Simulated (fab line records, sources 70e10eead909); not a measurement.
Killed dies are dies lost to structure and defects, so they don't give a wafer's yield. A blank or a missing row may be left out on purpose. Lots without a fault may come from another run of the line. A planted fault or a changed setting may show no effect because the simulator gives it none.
Chamber matching | flow nand_harc | NHARC_A_CONTACT_DESCUM_47 on rie_diel-08: 4 sister chambers
The step chemistry O2, time 3 s. 4 wafers are shown with their chamber, then 7 later ones without.

WAFERS WITH THEIR CHAMBER
wafer  | chamber | showerhead_plenum_p_Torr (Torr)
L081.1 | 0       | 1.92
L081.4 | 1       | 1.79
L085.1 | 3       | 1.87
L085.3 | 2       | 1.94

WAFERS WITHOUT THEIR CHAMBER
wafer  | showerhead_plenum_p_Torr (Torr)
L085.6 | 1.87
L089.2 | 1.86
L089.4 | 1.94
L089.5 | 1.78
L092.1 | 1.91
L092.3 | 1.78
L092.5 | 1.78

WHICH CHAMBER EACH WENT THROUGH
wafer  | from the rows above | in truth
L085.6 | 3                   | 3
L089.2 | 3                   | 3
L089.4 | 2                   | 2
L089.5 | 1                   | 1
L092.1 | 0                   | 0
L092.3 | 1                   | 1
L092.5 | 1                   | 1
Placed correctly: 7 of 7. Can't be placed from these rows: 0. Placed wrongly: 0.
How it was worked out, from the rows above alone: a wafer's distance from a chamber is the root of the sum, over the readings, of the square of ((its reading less the chamber's mean) divided by the reading's scatter). The wafer belongs to the nearest chamber; if the next one is less than 2 further off, it can't be placed. A chamber's mean is the mean of its shown wafers. The scatter: with one shown wafer a chamber, the root of the mean of the squares of how far each hidden wafer lies from its nearest shown one.
